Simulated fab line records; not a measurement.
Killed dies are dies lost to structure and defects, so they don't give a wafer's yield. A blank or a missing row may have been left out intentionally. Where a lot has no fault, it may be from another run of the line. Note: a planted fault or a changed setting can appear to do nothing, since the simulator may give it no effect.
A struck lot beside a sound one | flow nand_harc | 42 out of 1302 route steps
Sound: these wafers, L627.1, L627.4, L627.6. Struck: wafers L639.1, L639.3, L639.5. Last of all comes the cause.
Per side, at each step with rows, come the tool, then ch with its chambers, and then its first start. Under that, the readings that differ: sound wafers | struck wafers | difference of the means | sigmas: that difference in standard deviations of wafers without a fault.
alike: same words and numbers on both sides, and readings whose means sit less than 2 such deviations apart. not compared: any withheld reading, any reading some wafer has no value for, any bound like >300 that may hide the same value, and any number with overlapping values for which the record gives no deviation.
Wherever a step has rows on one side only, a row that says differs or no value, or a row with sigmas, the two part there. Numbers that don't overlap but have no deviation are shown without sigmas and don't part them. A reading missing from all wafers of one side parts the sides only when that side holds two or more wafers.

first, 1 step without rows for these wafers: NHARC_P_M2_PVD_20 (deposits TaN, target thk 5 nm, time 8.06 s).
NHARC_P_M2_PVD_21: deposits Cu, target thk 30 nm, time 20.49 s.
  sound on pvd_sputter-03; struck on pvd_sputter-01
  alike: throttle_valve_pct
then, 2 steps without rows for these wafers: NHARC_P_M2_ECD_22 (material Cu, target thk 400 nm); NHARC_P_M2_ANNEAL_31 (time 90 s).
NHARC_P_M2_CMP_23: polishes, t overpolish 20 s, target thk 144.3 nm.
  sound on cmp-02 ch 1,3, day 10 14:13; struck on cmp-04 ch 1,3, day 15 13:18
  alike: motor_current_A, time_to_endpoint_s
NHARC_P_M2_THK_MEAS_24: measures by xrf.
  sound on film_metro-01, day 10 14:30; struck on film_metro-01, day 15 13:35
  alike: thk_nm
then, 1 step without rows for these wafers: NHARC_P_M2_SRD_25.
NHARC_P_M2_INSPECT_27:
  sound on defect_inspect-01, day 10 14:40; struck on defect_inspect-02, day 15 13:45
  alike: raw_defect_count
NHARC_P_M2_PRE_CLEAN_32: time 12 s.
  sound on pecvd-01 ch 1,2, day 10 14:44; struck on pecvd-03 ch 1,2, day 15 13:49
  alike: heater_power_w
then, 2 steps without rows for these wafers: NHARC_P_M2_DEP_33 (deposits SiCN, target thk 30 nm); NHARC_P_BONDPAD_DEP_00 (deposits SiCN, target thk 250 nm).
NHARC_P_BONDPAD_CMP_32: polishes SiCN, target thk 200 nm.
  sound on cmp-01 ch 1,2, day 10 15:39; struck on cmp-03 ch 0,1,3, day 15 14:46
  alike: motor_current_A
NHARC_P_BONDPAD_THK_MEAS_33: measures by ellipsometry.
  sound on film_metro-02, day 10 15:54; struck on film_metro-02, day 15 14:58
  alike: thk_nm
then, 10 steps without rows for these wafers: NHARC_P_BONDPAD_SRD_34; NHARC_P_BONDPAD_DEHYDRATE_01 (time 120 s); NHARC_P_BONDPAD_HMDS_02 (time 30 s); NHARC_P_BONDPAD_COAT_36 (time 65 s); NHARC_P_BONDPAD_COAT_03 (resist thk 600 nm); NHARC_P_BONDPAD_SOFTBAKE_04 (time 70 s); NHARC_P_BONDPAD_EBR_05; NHARC_P_BONDPAD_EXPOSE_06 (exposes mask P BPAD); NHARC_P_BONDPAD_PEB_07 (peb time 80 s); NHARC_P_BONDPAD_DEVELOP_08 (time 50 s).
NHARC_P_BONDPAD_CD_MEAS_09: the cd target is 500 nm.
  sound on cd_sem-02 ch 0, day 10 16:29; struck on cd_sem-03 ch 0, day 15 15:24
  alike: cd_nm
NHARC_P_BONDPAD_OVL_MEAS_38:
  sound on overlay-01, day 10 16:34; struck on overlay-02, day 15 15:29
  reading           | sound | struck   | difference | sigmas
  overlay_y_nm (nm) | 7 7 7 | -8 -7 -8 | -15        | -2
  alike: overlay_x_nm
then, 1 step without rows for these wafers: NHARC_P_BONDPAD_HARDBAKE_10 (time 65 s).
NHARC_P_BONDPAD_DESCUM_11: chemistry O2, time 3 s.
  sound on rie_diel-08 ch 0,2,3, day 10 16:43; struck on rie_diel-03 ch 0,1,3, day 15 15:37
  alike: drypump_motor_current_A, oes_product_au, rf_vpp_V, showerhead_plenum_p_Torr, throttle_valve_pct
  not compared: rf_hours_counter_h
then, 1 step without rows for these wafers: NHARC_P_BONDPAD_ETCH_37 (etches the open film in N2/H2, target depth 60 nm, overetch 18 nm, time 65.91 s).
NHARC_P_BONDPAD_ETCH_12: etches the open film in CHF3/O2, target depth 200 nm, time 100 s.
  sound: rie_diel-08 ch 1,2; struck: rie_diel-03 ch 0,2,3
  alike: chf3_flow_sccm, drypump_motor_current_A, oes_product_au, rf_vpp_V, showerhead_plenum_p_Torr, throttle_valve_pct
  not compared: rf_hours_counter_h
NHARC_P_BONDPAD_CD_MEAS_13:
  sound on cd_sem-02, day 10 17:01; struck on cd_sem-02, day 15 15:56
  alike: cd_nm
then, 10 steps without rows for these wafers: NHARC_P_BONDPAD_STRIP_15 (strips in O2); NHARC_P_BONDPAD_ETCH_24 (etches the open film in CF4/N2, target depth 30 nm, time 72.99 s); NHARC_P_BONDPAD_STRIP_16 (strips in post etch residue remover, time 600 s); NHARC_P_BONDPAD_DEGAS_25 (time 60 s); NHARC_P_BONDPAD_PRE_CLEAN_26 (time 30 s); NHARC_P_BONDPAD_PVD_17 (deposits TaN, target thk 5 nm, time 8.06 s); NHARC_P_BONDPAD_PVD_27 (deposits Cu, target thk 30 nm, time 20.49 s); NHARC_P_BONDPAD_ECD_18 (material Cu, target thk 400 nm); NHARC_P_BONDPAD_ANNEAL_28 (time 90 s); NHARC_P_BONDPAD_CMP_19 (polishes, t overpolish 30 s, cu recess touch 16 s, target thk 160.81 nm).
NHARC_P_BONDPAD_THK_MEAS_20: measures by xrf.
  sound on film_metro-01, day 10 19:02; struck on film_metro-02, day 15 17:57
  alike: thk_nm
-- the record jumps here: 18 days lie between the struck wafers' starts before and after (it left off in module P_BONDPAD and takes up again in module END, whose first step shown is number 1302 of the route) --
NHARC_END_SORT_01:
  here the record holds rows for the struck wafers (prober-01 ch 0, day 33 11:04) but none for the sound ones

== WHERE THEY PART ==
At NHARC_P_BONDPAD_OVL_MEAS_38 first; at NHARC_END_SORT_01 last (within this record only).

WHY: what the simulator had put in
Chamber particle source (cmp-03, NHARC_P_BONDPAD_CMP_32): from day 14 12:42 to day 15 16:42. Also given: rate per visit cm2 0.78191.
